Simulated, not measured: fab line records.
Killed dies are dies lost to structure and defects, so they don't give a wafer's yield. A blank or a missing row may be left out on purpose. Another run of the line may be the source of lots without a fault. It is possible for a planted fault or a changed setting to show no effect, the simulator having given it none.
Matching of chambers | flow n5Finfet | 3 sister chambers for N5_FIN_SAQP_HM_DEP_03 on pecvd-01
The step deposits SiNx from SiH4/NH3/N2, target thk 38 nm, time 33.6 s. 3 wafers are shown with their chamber, then 8 later ones without.

WAFERS, EACH WITH ITS CHAMBER
wafer  | chamber | throttleValvePct (%)
L082.4 | 1       | 42.3
L090.6 | 2       | 36.6
L091.2 | 0       | 39.1

WAFERS WHOSE CHAMBER IS MISSING
wafer  | throttleValvePct (%)
L091.4 | 42.3
L091.5 | 36.7
L092.1 | 36.8
L092.2 | 42.2
L092.5 | 42.1
L093.2 | 38.9
L093.4 | 36.8
L093.5 | 39.5

THE CHAMBER EACH PASSED THROUGH
wafer  | from the rows above | in truth
L091.4 | 1                   | 1
L091.5 | 2                   | 2
L092.1 | 2                   | 2
L092.2 | 1                   | 1
L092.5 | 1                   | 1
L093.2 | 0                   | 0
L093.4 | 2                   | 2
L093.5 | 0                   | 0
Placed correctly: 8 of 8. Number that these rows cannot place: 0. Wrongly placed: 0.
How it was worked out, from the rows above alone: a wafer's distance from a chamber is the root of the sum, over the readings, of the square of ((its reading less the chamber's mean) divided by the reading's scatter). The wafer belongs to the nearest chamber; if the next one is less than 2 further off, it can't be placed. For every chamber, the mean is computed from those of its wafers that are shown. The scatter: root of mean squared gap, hidden wafer to nearest shown wafer, with one shown wafer a chamber.
